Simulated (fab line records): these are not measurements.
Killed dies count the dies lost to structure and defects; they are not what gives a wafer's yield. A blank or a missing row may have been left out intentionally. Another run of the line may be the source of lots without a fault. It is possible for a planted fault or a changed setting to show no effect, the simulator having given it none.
fab line records	flow n5-finfet
record: lots: 5	wafers: 13	last-day: 17
route steps=1938 shown BEOL_M8@1392 BEOL_M9@1401 PASSIVATION@1936
lots with no fault: from the same line, run without faults
start-h: the number of hours between the record's first day and the start of the first shown wafer of the lot	wait-h: time in hours since the lot's previous step	" the same as in the row above	L1.1+2: one row covering several wafers at once	- no value, or no start given	* or withheld: withheld	< > ~ a bound
route shown NAME@n: NAME is a module with steps in the file, n the number in the route of the first one	usual: average and standard deviation across the fault-free wafers	same: alike in all rows	chamber/n: place in a boat	sites: the reading at each site	_std_site: standard deviation across them	_edge_site: mean of outer sites minus mean of inner sites	radius-mm: how far each site lies from the wafer's centre	mask NAME#n: copy n	behind: the last tool/chamber to shape the wafer	hold: the reason the lot was held/the length of the hold in hours/how it ended	device: which transistor (n, p or np) failed to switch	end of line: tests of these same wafers at the route's end	for a step that has no rows: nothing shown but its recipe	killed: the dies lost at the first sort to structure and to defects; this is not the yield of the wafer	map: dies across one wafer; x = killed, . = not, _ = none there
set.NAME: setting as actually run; set.NAME@STEP: the setting as run at that earlier step	model.NAME: the simulator's own value behind a step, which no gauge read
certain route steps with their lots: each step a table, each wafer a row
services: when a tool's chamber went out of use (start-h, in hours from the record's first day, below 0 if earlier), for how many hours, and the reason
== steps ==
step: N5_BEOL_M8_SPUTTER_48
recipe: material: Cu	target-thk-a: 100	temp-c: -20	bias-v: 60	power-w: 26000	chamber-pressure-pa: 0.13	time-s: 1.667
step: N5_BEOL_M8_ECD_50
recipe: material: Cu	target-thk-a: 3000
step: N5_BEOL_M8_ANNEAL_51
recipe: temp-c: 225	time-s: 90	ambient: N2
step: N5_BEOL_M8_CMP_52
recipe: stop-on: SiCOH_lowk	t-overpolish-s: 6.9	down-force-psi: 1	platen-rpm: 50	clearing-platen-down-force-psi: 1.5	clearing-platen-rpm: 50	post-cmp-clean: cu-alkaline	target-thk-nm: 80	clearing-platen-pad-velocity-m-s: 0.99484	pad-velocity-m-s: 0.99484
step: N5_BEOL_M8_PRE_CLEAN_55
recipe: gas: NH3	time-s: 15	temp-c: withheld	rf-power-w: 300
step: N5_BEOL_M8_DEP_56
recipe: material: SiCN	target-thk-a: 100	temp-c: withheld	precursor: 3MS/NH3	pressure-torr: 3	rf-w: 202	time-s: 17.5
step: N5_BEOL_M9_ILD_DEP_00
recipe: material: SiCOH_lowk	target-thk-a: 3085.1	temp-c: 300	precursor: DEMS/porogen	pressure-torr: 5	rf-w: 500	time-s: 58
step: N5_BEOL_M9_CURE_71
recipe: temp-c: 385	time-s: 240	ambient: He/Ar	material: SiCOH_lowk
step: N5_BEOL_M9_PECVD_70
recipe: material: SiO2	target-thk-a: 200	temp-c: 400	precursor: TEOS/O2	pressure-torr: 5.5	rf-w: 450	teos-flow-sccm: 53.8	gas: O2	flow-sccm: 3000	time-s: 22.7
usual: heater-power-w: 801/110	showerhead-plenum-p-Torr: 8.76/0.064	throttle-valve-pct: 22.5/0.85
lot.wafer	tool	chamber	start-h	wait-h	heater-power-w	showerhead-plenum-p-Torr	throttle-valve-pct	model.SiO2_of_BEOL_M9_PECVD_70.thk-nm
L251.1	pecvd-04	1	239.79	0.0	735	8.73	21.5	19.8
L251.5	"	1	"	"	745	8.72	21.6	20.2
L251.6	"	2	"	"	901	8.65	23.2	20
L259.2	pecvd-04	2	296.20	0.0	911	8.66	23.3	18
L259.3	"	1	"	"	691	8.73	21.8	19.2
L261.3	pecvd-04	0	303.85	0.0	932	8.74	23.1	19.8
L261.6	"	0	"	"	935	8.77	23.3	18.8
L266.1	pecvd-04	0	334.59	0.0	799	8.76	23.1	19.8
L266.3	"	2	"	"	782	8.66	23.1	19.4
L266.6	"	2	"	"	796	8.66	23.4	18.2
L267.2	pecvd-02	0	357.08	0.0	680	8.81	22.9	19.8
L267.3	"	2	"	"	868	8.77	21.4	19.6
L267.6	"	2	"	"	867	8.76	21.4	19.8
step: N5_BEOL_M9_HM_DEP_02
recipe: material: TiN	target-thk-a: 200	temp-c: 25	chamber-pressure-pa: 0.49996
step: N5_BEOL_M9_COAT_59
recipe: resist: SOC	temp-c: 250	time-s: 60	spin-rpm: 1500	resist-thk-nm: 100
step: N5_BEOL_M9_COAT_60
recipe: resist: SiARC	temp-c: 220	time-s: 60	spin-rpm: 1500	resist-thk-nm: 30
step: N5_BEOL_M9_COAT_05
recipe: resist: CAR-ArF	spin-rpm: 1500	resist-thk-nm: 90
step: N5_BEOL_M9_EBR_07
recipe: solvent: PGMEA	ebr-width-mm: 1.5
step: N5_BEOL_M9_SOFTBAKE_06
recipe: temp-c: 110	time-s: 60	resist: CAR-ArF
step: N5_BEOL_M9_EXPOSE_08
recipe: mask-id: M9	na: 1.35	source-shape: dipole	sigma-inner: 0.411	sigma-outer: 0.611	polarization: te	dose-mj: 53.75
step: N5_BEOL_M9_PEB_09
recipe: peb-temp-c: withheld	peb-time-s: 60	resist: CAR-ArF
step: N5_BEOL_M9_DEVELOP_10
recipe: develop-time-s: 30	developer: TMAH	resist: CAR-ArF	rinse-liquid: diw	dry: air-spin	dev-temp-c: 23
step: N5_BEOL_M9_DESCUM_16
recipe: chemistry: O2	time-s: 7.9	source-power-w: 50	bias-power-w: 20	pressure-mtorr: 20	rf-frequency-hz: 2.712e+07	temp-c: 40	resist: CAR-ArF	o2-flow-sccm: 225
step: N5_BEOL_M9_ETCH_61
recipe: chemistry: CF4	target: SiARC	target-depth-a: 390	mask-material: CAR-ArF	time-s: 65	ion-energy-ev: 80	pressure-mtorr: 40	source-w: 545	bias-w: 36	Ar_flow_sccm: 100	cf4-flow-sccm: 100	ends: cleared
step: N5_BEOL_M9_ETCH_62
recipe: chemistry: N2/H2	target: SOC	target-depth-a: 1100	overetch-a: 220	mask-material: SiARC	temp-c: 40	time-s: 165	ion-energy-ev: 200	pressure-mtorr: 30	source-w: 840	bias-w: 150	n2-flow-sccm: 200	h2-flow-sccm: 200
step: N5_BEOL_M9_STRIP_68
recipe: chemistry: N2/H2	temp-c: 40	n2-flow-sccm: 200	h2-flow-sccm: 200	rf-frequency-hz: 6e+07
step: N5_BEOL_M9_STRIP_67
recipe: chemistry: CF4	resist: SiARC	power-w: 300	bias-power-w: 75	pressure-mtorr: 50	cf4-flow-sccm: 150	rf-frequency-hz: 6e+07
step: N5_BEOL_M9_HM_OPEN_17
recipe: chemistry: Cl2/BCl3	target-depth-a: 200	overetch-a: 60	target: TiN	mask-material: SOC	ion-energy-ev: 150	pressure-mtorr: 10	icp-w: 1000	bias-w: 126	Cl2_flow_sccm: 53.25	bcl3-flow-sccm: 21.75	Ar_flow_sccm: 25
step: N5_BEOL_M9_STRIP_19
recipe: chemistry: O2	power-w: 400	temp-c: 40	pressure-mtorr: 30	rf-frequency-hz: 6e+07	bias-power-w: 0	overash-fraction: 0.2	o2-flow-sccm: 225
step: N5_BEOL_M9_COAT_63
recipe: resist: SOC	temp-c: 250	time-s: 60	spin-rpm: 1500	resist-thk-nm: 60
step: N5_BEOL_M9_COAT_64
recipe: resist: SiARC	temp-c: 220	time-s: 60	spin-rpm: 1500	resist-thk-nm: 12
step: N5_BEOL_M9_COAT_75
recipe: resist: underlayer	temp-c: 205	time-s: 60	spin-rpm: 1500	resist-thk-nm: 5
step: N5_BEOL_M9_COAT_22
recipe: resist: CAR-EUV	spin-rpm: 1500	resist-thk-nm: 30
step: N5_BEOL_M9_EBR_24
recipe: solvent: PGMEA	ebr-width-mm: 1.5
step: N5_BEOL_M9_SOFTBAKE_23
recipe: temp-c: 110	time-s: 60	resist: CAR-EUV
step: N5_BEOL_M9_EXPOSE_25
recipe: mask-id: V8	na: 0.33	source-shape: annular	sigma-inner: 0.4	sigma-outer: 0.8	polarization: unpolarized	dose-mj: 37.25
step: N5_BEOL_M9_PEB_26
recipe: peb-temp-c: 100	peb-time-s: 60	resist: CAR-EUV
step: N5_BEOL_M9_DEVELOP_27
recipe: develop-time-s: 30	developer: TMAH	resist: CAR-EUV	rinse-liquid: surfactant-rinse	dry: air-spin	dev-temp-c: 23
step: N5_BEOL_M9_HM_STRIP_39
recipe: chemistry: peroxide-tin-strip	material: TiN	target-depth-a: 250	temp-c: 50	time-s: 158
lot.wafer	tool	chamber	start-h	wait-h	model.SiO2_of_BEOL_M9_PECVD_70.thk-nm
L251.1	wet-bench-05	5	243.02	0.0	19.6
L251.5	"	4	"	"	20
L251.6	"	2	"	"	19.8
L259.2	wet-bench-05	1	300.04	0.0	17.8
L259.3	"	7	"	"	19.2
L261.3	wet-bench-02	6	308.75	0.0	19.6
L261.6	"	4	"	"	18.6
L266.1	wet-bench-05	4	340.08	0.0	19.8
L266.3	"	7	"	"	19.2
L266.6	"	3	"	"	18.2
L267.2	wet-bench-05	1	359.56	0.0	19.8
L267.3+6	"	6,0	"	"	19.6
step: N5_PASSIVATION_PROBE_49
usual: defect-limited-yield: 90.9/1.5	killed_at_M0_to_M3: 35/10	killed_at_M4_up: 14/5.2	killed-at-contacts: 13/7.3	killed-at-front-end: 42/12	killed-at-other: 3.4/2.5	killed-dies: 108/18	killed-open: 70/13	killed-short: 35/8	sort_bin_5_function: 5.4/1	sort_bin_6_memory: 3.4/0.71	sort-n-pass: 1072/18	sort-yield-pct: 90.9/1.5
same: gross-dies: 1180	killed-at-back-side: 0	sort_bin_4_leakage[%]: 0	sort_bin_8_speed[%]: 0
lot.wafer	tool	chamber	start-h	wait-h	defect-limited-yield[%]	killed_at_M0_to_M3	killed_at_M4_up	killed-at-contacts	killed-at-front-end	killed-at-other	killed-dies	killed-open	killed-short	sort_bin_5_function[%]	sort_bin_6_memory[%]	sort-n-pass	sort-yield-pct[%]
L261.6	prober-02	-	376.82	0.3	90.3	53	14	14	32	2	115	71	43	5.8	3.3	1065	90.3
killed by level:class
L261.6 BEOL_M0_SAQP:geometric-particle:open=15 BEOL_M0_SAQP:geometric-particle:short=14 MOL_CONTACT_COAG:geometric-particle:open=10 BEOL_M2:geometric-particle:open=9 FIN_SAQP:geometric-particle:open=8 BEOL_M1:geometric-particle:open=6 BEOL_M4:geometric-particle:open=6 FIN_SAQP:geometric-particle:short=5
== services ==
tool	chamber	start-h	hours	kind
pecvd-04	1	222.69	5.5	scheduled-down
pecvd-04	0	228.15	2.1	scheduled-down
pecvd-02	1	234.64	2.1	scheduled-down
== key ==
first-sign none at tools or gauges
model-effect: step: N5_BEOL_M9_PECVD_70	value: SiO2_of_BEOL_M9_PECVD_70.thk-nm	without: 19.67	struck: 18.33
model-effect: step: N5_BEOL_M9_HM_STRIP_39	value: SiO2_of_BEOL_M9_PECVD_70.thk-nm	without: 19.53	struck: 18.2
met-at N5_BEOL_M9_PECVD_70
struck-wafers L259.2,L261.6,L266.6
onset-between 239.79 296.20
fault: kind: process-parameter-drift	tool: pecvd-04	chamber: -	onset-h: 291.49	steps: N5_BEOL_M9_PECVD_70	channel: time-s	offset: *	shape: step	end-h: 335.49	scope: struck-wafers-only	acts-in: *	stated: *
